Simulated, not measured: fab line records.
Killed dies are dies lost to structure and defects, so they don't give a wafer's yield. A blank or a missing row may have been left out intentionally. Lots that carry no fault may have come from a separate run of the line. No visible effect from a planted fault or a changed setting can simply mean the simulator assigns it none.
fab line records	flow n5Finfet	part 2 of 2: steps 3 to 6 of 6
[record] lots = 22	wafers = 66	lastDay = 17
route steps=1938 shown BEOL_M10@1506 BEOL_M11@1538
lots with no fault: from the same line, run without faults
startH: hours from the record's first day to the start of the lot's first wafer shown	waitH: hours elapsed since this lot's preceding step	" the same as in the row above	L1.1+2: a single row standing in for several wafers	- no value, or no start was given	* or withheld: withheld	< > ~ a bound
route shown NAME@n: a module of which the file shows steps, and the number in the route of the first	usual: average and standard deviation across the fault-free wafers	same: alike in all rows	chamber/n: place in a boat	sites: readings site by site	_std_site: standard deviation across them	_edge_site: inner sites' mean taken away from outer sites' mean	radiusMm: how far each site lies from the wafer's centre	mask NAME#n: copy n	behind: tool/chamber where the wafer was last shaped	hold: why the lot was held/for how many hours/how that ended	device: transistor that didn't switch, given as n, p or np	end of line: tests run on the same wafers once the route is complete	a step given without rows: its recipe and nothing more	killed: at the first sort, the dies lost to defects and structure; wafer yield is something else	map: per-die view of a wafer (x killed, . not killed, _ where there is no die)
set.NAME: the run value of the setting; set.NAME@STEP: its run value at that earlier step	model.NAME: the simulator's own value behind a step, which no gauge read
the route's steps for a sample of lots (tables are steps, rows are wafers)
services: when a tool's chamber went out of use (startH, in hours from the record's first day, below 0 if earlier), for how many hours, and the reason
[[steps]]
[step N5_BEOL_M10_ETCH_41]
[recipe] chemistry = CH3F/O2	target = SiCN	targetDepthA = 426	taperDeg = 2	timeS = 86	ionEnergyEv = 120	maskMaterial = TiN	pressureMtorr = 30	sourceW = 395	biasW = 75	Ar_flow_sccm = 150	CH3F_flow_sccm = 30	O2_flow_sccm = 20
[usual] CH3F_flow_sccm = 30.00/0.084	chamberPressureMTorr = 30.001/0.029	drypumpMotorCurrentA = 5.6/0.44	oesProductAu = 0.81/0.085	rfVppV = 297.0/1.3	showerheadPlenumPTorr = 1.99/0.047	throttleValvePct = 16.35/0.18
lot.wafer	tool	chamber	startH	waitH	CH3F_flow_sccm	chamberPressureMTorr	drypumpMotorCurrentA	oesProductAu	rfHoursCounterH	rfVppV	showerheadPlenumPTorr	throttleValvePct
L075.3	rieDiel-04	3	-	-	29.97	30.004	6.3	0.70	243	298.3	2.05	16.42
L075.4	"	1	"	"	30.12	30.018	5.3	0.84	-	296.0	1.96	16.50
L075.6	"	0	"	"	30.01	30.025	4.8	0.83	-	297.7	2.03	16.20
L074.1	rieDiel-04	0	-	-	30.05	29.971	4.8	0.84	88	297.9	2.02	16.24
L074.2	"	2	"	"	30.09	30.019	5.5	0.89	37	296.9	1.94	16.31
L074.4	"	3	"	"	29.98	30.037	6.3	0.70	245	298.6	2.05	16.42
L077.4	rieDiel-03	0	-	-	30.05	29.987	5.8	0.94	-	295.8	1.97	16.10
L077.5	"	1	"	"	30.03	30.000	6.3	0.81	-	298.4	2.01	16.34
L077.6	"	3	"	"	29.97	29.995	5.4	0.90	-	298.1	2.04	16.30
L076.2	rieDiel-04	1	-	-	29.86	29.956	5.3	0.83	65	297.5	1.95	16.53
L076.3	"	2	"	"	30.23	30.004	5.5	0.88	42	297.0	1.94	16.31
L076.5	"	0	"	"	29.85	29.989	4.9	0.83	-	296.8	2.02	16.24
L079.2	rieDiel-05	2	-	-	30.01	29.980	5.3	0.72	133	296.1	2.00	16.28
L079.3	"	3	"	"	29.98	30.031	5.8	0.69	197	295.4	1.98	16.67
L079.6	"	0	"	"	29.93	30.006	6.0	0.69	-	295.0	1.89	16.38
L078.1	rieDiel-04	2	-	-	29.86	30.025	5.5	0.87	48	297.2	1.93	16.32
L078.2	"	1	"	"	30.05	30.004	5.2	0.82	71	297.3	1.95	16.53
L078.6	"	0	"	"	29.99	29.938	4.8	0.81	-	297.8	2.02	16.25
L080.2	rieDiel-05	3	-	-	30.05	30.040	5.8	0.69	201	296.3	1.98	16.70
L080.3	"	1	"	"	30.02	29.994	5.3	0.87	39	298.9	2.05	16.46
L080.6	"	2	"	"	29.98	29.995	5.3	0.72	-	297.4	2.00	16.28
L081.2	rieDiel-05	3	-	-	30.06	30.021	5.8	0.69	201	297.4	1.98	16.70
L081.5	"	1	"	"	29.88	30.019	5.3	0.88	-	298.3	2.05	16.46
L081.6	"	0	"	"	30.08	29.988	6.0	0.69	-	294.9	1.89	16.40
L082.1	rieDiel-04	2	-	-	29.89	29.992	5.5	0.86	55	296.1	1.93	16.32
L082.3	"	0	"	"	29.96	29.960	4.8	0.81	106	299.2	2.02	16.27
L082.4	"	1	"	"	29.99	30.001	5.3	0.80	78	295.6	1.95	16.55
L083.1	rieDiel-03	3	-	-	29.98	29.966	5.4	0.88	58	297.1	2.03	16.30
L083.2	"	2	"	"	29.92	30.010	5.4	0.98	8	299.1	2.03	16.09
L083.4	"	1	"	"	30.08	30.024	6.3	0.79	112	298.1	2.01	16.34
L086.2	rieDiel-03	1	-	-	29.99	29.976	6.3	0.78	124	296.8	2.00	16.37
L086.4	"	0	"	"	29.93	29.997	5.8	0.87	36	295.8	1.96	16.15
L086.6	"	3	"	"	29.91	29.971	5.4	0.85	-	297.6	2.03	16.32
L087.3	rieDiel-05	1	-	-	29.85	29.994	5.3	0.86	58	297.7	2.04	16.50
L087.5	"	0	"	"	30.02	30.003	6.0	0.68	-	295.4	1.88	16.44
L087.6	"	1	"	"	30.09	30.050	5.2	0.85	-	297.8	2.04	16.49
L085.1	rieDiel-03	3	-	-	30.00	30.054	5.5	0.84	71	297.1	2.03	16.33
L085.3	"	0	"	"	30.05	29.951	5.8	0.87	36	295.1	1.96	16.13
L085.4	"	2	"	"	30.09	30.001	5.4	0.95	20	297.1	2.02	16.12
L088.1	rieDiel-03	3	-	-	29.91	29.973	5.5	0.85	77	295.5	2.03	16.32
L088.5	"	1	"	"	30.11	30.014	6.3	0.79	-	297.5	2.00	16.40
L088.6	"	0	"	"	30.04	29.995	5.8	0.88	-	298.0	1.96	16.14
L089.3	rieDiel-04	1	-	-	29.86	30.013	5.3	0.80	96	296.6	1.94	16.57
L089.4	"	3	"	"	30.07	30.040	6.2	0.93	22	298.1	2.04	16.00
L089.6	"	0	"	"	30.28	29.979	4.8	0.80	-	298.1	2.01	16.28
L091.1	rieDiel-05	0	-	-	29.88	30.017	6.0	0.66	233	294.8	1.88	16.44
L091.2	"	3	"	"	29.92	30.051	5.8	0.68	221	295.6	1.97	16.74
L091.6	"	3	"	"	29.99	30.009	5.8	0.67	-	296.8	1.97	16.73
L090.2	rieDiel-03	3	-	-	29.93	29.988	5.5	0.84	78	298.7	2.03	16.33
L090.4	"	0	"	"	30.08	30.026	5.8	0.85	44	297.2	1.96	16.17
L090.5	"	3	"	"	29.86	30.049	5.4	0.84	-	298.9	2.03	16.33
L093.1	rieDiel-04	2	-	-	29.98	30.002	5.5	0.82	78	297.1	1.92	16.37
L093.3	"	3	"	"	29.95	30.015	6.2	0.91	26	297.9	2.03	16.04
L093.4	"	0	"	"	30.05	30.055	4.8	0.79	126	297.8	2.01	16.31
L092.1	rieDiel-03	0	-	-	29.94	30.057	5.8	0.85	46	295.8	1.96	16.18
L092.4	"	2	"	"	29.98	29.987	5.3	0.93	28	298.6	2.02	16.14
L092.6	"	3	"	"	29.85	29.993	5.4	0.83	-	297.3	2.03	16.35
L094.2	rieDiel-05	0	-	-	30.00	29.967	5.9	0.67	236	294.7	1.88	16.46
L094.3	"	3	"	"	30.08	29.969	5.8	0.67	224	297.5	1.97	16.73
L094.5	"	0	"	"	29.95	29.955	5.9	0.66	-	296.1	1.88	16.46
L096.4	rieDiel-03	1	-	-	29.91	30.010	6.4	0.76	146	298.1	2.00	16.42
L096.5	"	1	"	"	30.03	30.051	6.3	0.77	-	298.9	2.00	16.42
L096.6	"	0	"	"	29.98	30.005	5.8	0.84	-	296.2	1.96	16.19
L097.1	rieDiel-03	0	-	-	29.99	30.003	5.8	0.84	63	296.0	1.95	16.20
L097.4	"	2	"	"	30.06	30.034	5.4	0.89	45	296.4	2.01	16.17
L097.5	"	0	"	"	30.07	30.002	5.8	0.83	-	295.5	1.95	16.20
[step N5_BEOL_M10_CD_MEAS_35]
[recipe] targetCdNm = 70	polarity = opening
[usual] cdNm = 69.9/0.82
lot.wafer	tool	chamber	startH	waitH	cdNm
L075.3	cdSem-01	-	209.71	0.0	70.8
L075.4	"	-	"	"	71.1
L075.6	"	-	"	"	71.5
L074.1	cdSem-02	-	217.76	0.0	69.0
L074.2	"	-	"	"	70.1
L074.4	"	-	"	"	70.4
L077.4	cdSem-02	-	230.15	0.0	69.3
L077.5	"	-	"	"	69.4
L077.6	"	-	"	"	69.9
L076.2	cdSem-02	-	230.44	0.0	69.3
L076.3	"	-	"	"	69.7
L076.5	"	-	"	"	69.9
L079.2	cdSem-03	-	235.90	0.0	69.8
L079.3	"	-	"	"	68.2
L079.6	"	-	"	"	68.2
L078.1	cdSem-03	-	242.17	0.0	69.6
L078.2	"	-	"	"	69.5
L078.6	"	-	"	"	69.6
L080.2	cdSem-02	-	245.91	0.0	71.4
L080.3	"	-	"	"	70.7
L080.6	"	-	"	"	71.5
L081.2	cdSem-03	-	246.50	0.0	70.5
L081.5	"	-	"	"	70.4
L081.6	"	-	"	"	70.7
L082.1	cdSem-01	-	261.32	0.0	69.6
L082.3	"	-	"	"	68.0
L082.4	"	-	"	"	69.4
L083.1	cdSem-02	-	263.88	0.0	69.0
L083.2	"	-	"	"	69.2
L083.4	"	-	"	"	68.5
L086.2	cdSem-03	-	297.55	0.0	68.4
L086.4	"	-	"	"	69.2
L086.6	"	-	"	"	69.7
L087.3	cdSem-02	-	298.98	0.0	70.5
L087.5	"	-	"	"	69.6
L087.6	"	-	"	"	68.3
L085.1	cdSem-03	-	299.25	0.0	69.5
L085.3	"	-	"	"	69.7
L085.4	"	-	"	"	70.5
L088.1	cdSem-01	-	315.27	0.0	70.5
L088.5	"	-	"	"	69.8
L088.6	"	-	"	"	69.8
L089.3	cdSem-03	-	315.44	0.0	70.4
L089.4	"	-	"	"	69.6
L089.6	"	-	"	"	70.3
L091.1	cdSem-01	-	315.62	0.0	70.5
L091.2	"	-	"	"	69.9
L091.6	"	-	"	"	70.2
L090.2	cdSem-03	-	317.70	0.0	70.6
L090.4	"	-	"	"	71.4
L090.5	"	-	"	"	70.2
L093.1	cdSem-03	-	322.56	0.0	69.8
L093.3	"	-	"	"	70.0
L093.4	"	-	"	"	70.1
L092.1	cdSem-03	-	322.73	0.0	70.7
L092.4	"	-	"	"	70.8
L092.6	"	-	"	"	70.3
L094.2	cdSem-03	-	323.13	0.0	70.3
L094.3	"	-	"	"	67.9
L094.5	"	-	"	"	70.1
L096.4	cdSem-01	-	354.26	0.0	71.3
L096.5	"	-	"	"	69.4
L096.6	"	-	"	"	69.3
L097.1	cdSem-02	-	367.28	0.0	69.8
L097.4	"	-	"	"	71.7
L097.5	"	-	"	"	69.8
[step N5_BEOL_M10_INSPECT_58]
[recipe] inspectInstrument = darkfield	mode = postDep
[usual] rawDefectCount = 76/21
lot.wafer	tool	chamber	startH	waitH	rawDefectCount
L075.3	defectInspect-02	-	212.00	0.0	84
L075.4	"	-	"	"	81
L075.6	"	-	"	"	73
L074.1	defectInspect-02	-	219.65	0.0	91
L074.2	"	-	"	"	120
L074.4	"	-	"	"	105
L077.4	defectInspect-02	-	232.12	0.0	63
L077.5	"	-	"	"	55
L077.6	"	-	"	"	64
L076.2	defectInspect-02	-	232.41	0.0	55
L076.3	"	-	"	"	96
L076.5	"	-	"	"	111
L079.2	defectInspect-02	-	239.92	0.0	63
L079.3	"	-	"	"	110
L079.6	"	-	"	"	57
L078.1	defectInspect-02	-	244.64	0.0	78
L078.2	"	-	"	"	102
L078.6	"	-	"	"	96
L080.2	defectInspect-01	-	248.17	0.0	39
L080.3	"	-	"	"	50
L080.6	"	-	"	"	72
L081.2	defectInspect-02	-	250.12	0.0	127
L081.5	"	-	"	"	99
L081.6	"	-	"	"	74
L082.1	defectInspect-01	-	264.76	0.0	56
L082.3	"	-	"	"	56
L082.4	"	-	"	"	60
L083.1	defectInspect-02	-	265.88	0.0	83
L083.2	"	-	"	"	58
L083.4	"	-	"	"	60
L086.2	defectInspect-01	-	300.59	0.0	66
L086.4	"	-	"	"	84
L086.6	"	-	"	"	66
L087.3	defectInspect-02	-	300.96	0.0	76
L087.5	"	-	"	"	63
L087.6	"	-	"	"	75
L085.1	defectInspect-01	-	302.31	0.0	55
L085.3	"	-	"	"	38
L085.4	"	-	"	"	62
L089.3	defectInspect-01	-	317.75	0.0	98
L089.4	"	-	"	"	90
L089.6	"	-	"	"	81
L088.1	defectInspect-02	-	318.03	0.0	55
L088.5	"	-	"	"	68
L088.6	"	-	"	"	66
L091.1	defectInspect-01	-	319.29	0.0	58
L091.2	"	-	"	"	55
L091.6	"	-	"	"	48
L090.2	defectInspect-01	-	319.80	0.0	80
L090.4	"	-	"	"	73
L090.5	"	-	"	"	38
L093.1	defectInspect-02	-	325.11	0.0	51
L093.3	"	-	"	"	80
L093.4	"	-	"	"	47
L092.1	defectInspect-01	-	326.69	0.0	78
L092.4	"	-	"	"	76
L092.6	"	-	"	"	77
L094.2	defectInspect-02	-	327.11	0.0	108
L094.3	"	-	"	"	89
L094.5	"	-	"	"	76
L096.4	defectInspect-01	-	357.37	0.0	68
L096.5	"	-	"	"	81
L096.6	"	-	"	"	91
L097.1	defectInspect-01	-	369.93	0.0	68
L097.4	"	-	"	"	85
L097.5	"	-	"	"	73
[step N5_BEOL_M11_THK_MEAS_01]
[recipe] reads = SiCOH_lowk_of_BEOL_M11_ILD_DEP_00
[usual] M11_ILD_THK = 269/3.8
lot.wafer	tool	chamber	startH	waitH	M11_ILD_THK[nm]
L075.3	filmMetro-01	-	212.71	0.3	269
L075.4	"	-	"	"	264
L075.6	"	-	"	"	276
L074.1	filmMetro-01	-	220.28	0.4	270
L074.2	"	-	"	"	265
L074.4	"	-	"	"	275
L077.4	filmMetro-01	-	232.74	0.2	270
L077.5	"	-	"	"	275
L077.6	"	-	"	"	273
L076.2	filmMetro-02	-	233.04	0.4	268
L076.3	"	-	"	"	266
L076.5	"	-	"	"	272
L079.2	filmMetro-01	-	240.56	0.4	269
L079.3	"	-	"	"	267
L079.6	"	-	"	"	274
L078.1	filmMetro-02	-	245.27	0.4	267
L078.2	"	-	"	"	262
L078.6	"	-	"	"	268
L080.2	filmMetro-01	-	248.80	0.4	267
L080.3	"	-	"	"	273
L080.6	"	-	"	"	271
L081.2	filmMetro-01	-	250.78	0.4	258
L081.5	"	-	"	"	267
L081.6	"	-	"	"	273
L082.1	filmMetro-01	-	265.41	0.4	269
L082.3	"	-	"	"	266
L082.4	"	-	"	"	272
L083.1	filmMetro-01	-	266.51	0.4	265
L083.2	"	-	"	"	265
L083.4	"	-	"	"	270
L086.2	filmMetro-02	-	301.70	0.7	266
L086.4	"	-	"	"	268
L086.6	"	-	"	"	274
L087.3	filmMetro-02	-	302.11	0.3	269
L087.5	"	-	"	"	269
L087.6	"	-	"	"	274
L085.1	filmMetro-01	-	302.97	0.4	263
L085.3	"	-	"	"	271
L085.4	"	-	"	"	267
L089.3	filmMetro-02	-	318.49	0.3	268
L089.4	"	-	"	"	273
L089.6	"	-	"	"	269
L088.1	filmMetro-01	-	318.66	0.4	270
L088.5	"	-	"	"	272
L088.6	"	-	"	"	275
L091.1	filmMetro-02	-	319.91	0.4	260
L091.2	"	-	"	"	267
L091.6	"	-	"	"	267
L090.2	filmMetro-01	-	320.43	0.4	265
L090.4	"	-	"	"	272
L090.5	"	-	"	"	274
L093.1	filmMetro-02	-	325.74	0.4	261
L093.3	"	-	"	"	271
L093.4	"	-	"	"	265
L092.1	filmMetro-01	-	327.32	0.4	271
L092.4	"	-	"	"	274
L092.6	"	-	"	"	268
L094.2	filmMetro-01	-	327.74	0.4	270
L094.3	"	-	"	"	269
L094.5	"	-	"	"	272
L096.4	filmMetro-02	-	358.03	0.2	272
L096.5	"	-	"	"	278
L096.6	"	-	"	"	275
L097.1	filmMetro-01	-	370.56	0.4	272
L097.4	"	-	"	"	271
L097.5	"	-	"	"	275
[[services]]
tool	chamber	startH	hours	kind
rieDiel-04	2	205.62	6.8	repair
rieDiel-03	2	222.26	-	clean
rieDiel-03	2	222.26	-	consumableReplace:focusRing
rieDiel-03	2	222.26	19.4	scheduledDown
rieDiel-03	2	222.26	19.4	ventCycle
rieDiel-04	3	229.79	-	clean
rieDiel-04	3	229.79	-	consumableReplace:focusRing
rieDiel-04	3	229.79	18.8	scheduledDown
rieDiel-04	3	229.79	18.8	ventCycle
rieDiel-05	3	257.16	2.8	repair
rieDiel-04	2	277.62	3.7	repair
rieDiel-05	-	312.87	0.5	repair
rieDiel-05	-	314.04	0.3	repair
rieDiel-03	3	328.53	19.9	repair
rieDiel-05	1	338.88	7.3	repair
rieDiel-05	2	346.91	6.7	repair
rieDiel-05	0	355.48	-	clean
rieDiel-05	0	355.48	-	consumableReplace:focusRing
rieDiel-05	0	355.48	-	consumableReplace:showerhead
rieDiel-05	0	355.48	24.1	scheduledDown
rieDiel-05	0	355.48	24.1	ventCycle
